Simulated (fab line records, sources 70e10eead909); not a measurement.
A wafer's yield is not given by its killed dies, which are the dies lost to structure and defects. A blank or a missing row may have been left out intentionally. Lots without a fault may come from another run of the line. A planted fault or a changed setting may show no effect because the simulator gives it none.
The tool behind it: which one? || flow nand harc || 6 lots, 17 wafers sampled, at 5 steps of a route of 1159

== WHAT THE GAUGES READ, wafer by wafer ==
NHARC_END_SORT_01.
{"lot": "L753", "measured": "day 20 02:55", "on": "prober-02", "killed at other": "0 2 0"}
{"lot": "L760", "measured": "day 21 00:20", "on": "prober-01", "killed at other": "1 1 0"}
{"lot": "L764", "measured": "day 22 21:02", "on": "prober-01", "killed at other": "4 4"}

== TOOL THAT RAN EACH LOT (tool first, then ch and the chambers of the sampled wafers, then the start) ==
{"lot": "L753", "NHARC_P_CONTACT_ETCH_36": "rie diel-07 ch 1,2,3, day 5 20:42 or earlier", "NHARC_P_CONTACT_ETCH_18": "rie diel-07 ch 0,1,3, day 5 20:42 or earlier", "NHARC_P_CONTACT_CVD_23": "cvd w-02 ch 0,1, day 6 02:17", "NHARC_P_CONTACT_CMP_24": "cmp-04 ch 0,1,2, day 6 02:58"}
{"lot": "L757", "NHARC_P_CONTACT_ETCH_36": "rie diel-07 ch 0,2, day 6 16:37 or earlier", "NHARC_P_CONTACT_ETCH_18": "rie diel-07 ch 0,1,2, day 6 16:37 or earlier", "NHARC_P_CONTACT_CVD_23": "cvd w-02 ch 0,1, day 6 17:55", "NHARC_P_CONTACT_CMP_24": "cmp-04 ch 0,1,3, day 6 18:32"}
{"lot": "L760", "NHARC_P_CONTACT_ETCH_36": "rie diel-07 ch 0,1, day 7 12:38 or earlier", "NHARC_P_CONTACT_ETCH_18": "rie diel-07 ch 2,3, day 7 12:38 or earlier", "NHARC_P_CONTACT_CVD_23": "cvd w-01 ch 0,1, day 7 13:57", "NHARC_P_CONTACT_CMP_24": "cmp-04 ch 0,1,3, day 7 14:25"}
{"lot": "L762", "NHARC_P_CONTACT_ETCH_36": "rie diel-07 ch 2,3, day 8 03:23 or earlier", "NHARC_P_CONTACT_ETCH_18": "rie diel-07 ch 2,3, day 8 03:23 or earlier", "NHARC_P_CONTACT_CVD_23": "cvd w-02 ch 0,1, day 8 04:38", "NHARC_P_CONTACT_CMP_24": "cmp-04 ch 0,1,3, day 8 05:12"}
{"lot": "L764", "NHARC_P_CONTACT_ETCH_36": "rie diel-07 ch 1,3, day 8 19:26 or earlier", "NHARC_P_CONTACT_ETCH_18": "rie diel-07 ch 1,3, day 8 19:26 or earlier", "NHARC_P_CONTACT_CVD_23": "cvd w-01 ch 0,1, day 8 22:29", "NHARC_P_CONTACT_CMP_24": "cmp-03 ch 0,2, day 8 22:57"}
{"lot": "L771", "NHARC_P_CONTACT_ETCH_36": "rie diel-07 ch 0,1, day 10 06:25 or earlier", "NHARC_P_CONTACT_ETCH_18": "rie diel-07 ch 1,2, day 10 06:25 or earlier", "NHARC_P_CONTACT_CVD_23": "cvd w-02 ch 0,1, day 10 08:49", "NHARC_P_CONTACT_CMP_24": "cmp-03 ch 0,2,3, day 10 09:32"}
- NHARC_P_CONTACT_ETCH_36: etches the open film in N2/H2, target depth 260 nm, time 406.25 s.
- NHARC_P_CONTACT_ETCH_18: etches the open film in C4F8/O2/Ar, target depth 481 nm, time 240.5 s.
- NHARC_P_CONTACT_CVD_23: deposits W, target thk 200 nm, time 557 s.
- NHARC_P_CONTACT_CMP_24: polishes, t overpolish 30 s, target thk 200 nm.

== THE ANSWER, worked out from the rows above alone ==
Rule: what is usual is taken from the lots themselves. Put in order of their means at a reading, lots are off if they are a third of the lots or fewer, leave a main group of 4 or more, and stand apart from it by a gap of 3 or more times the standard deviation of the main group's means; of several such gaps the widest counts. A main group whose means are all the same, to the digits that the tables above print for the reading, isn't used. A lot without any number at a reading at which 4 lots or more have one is off too. Any other lot the step has rows for is counted as sound.
None of the lots is off at any reading shown; this tells nothing.

== WHAT THE SIMULATOR HAD PUT IN ==
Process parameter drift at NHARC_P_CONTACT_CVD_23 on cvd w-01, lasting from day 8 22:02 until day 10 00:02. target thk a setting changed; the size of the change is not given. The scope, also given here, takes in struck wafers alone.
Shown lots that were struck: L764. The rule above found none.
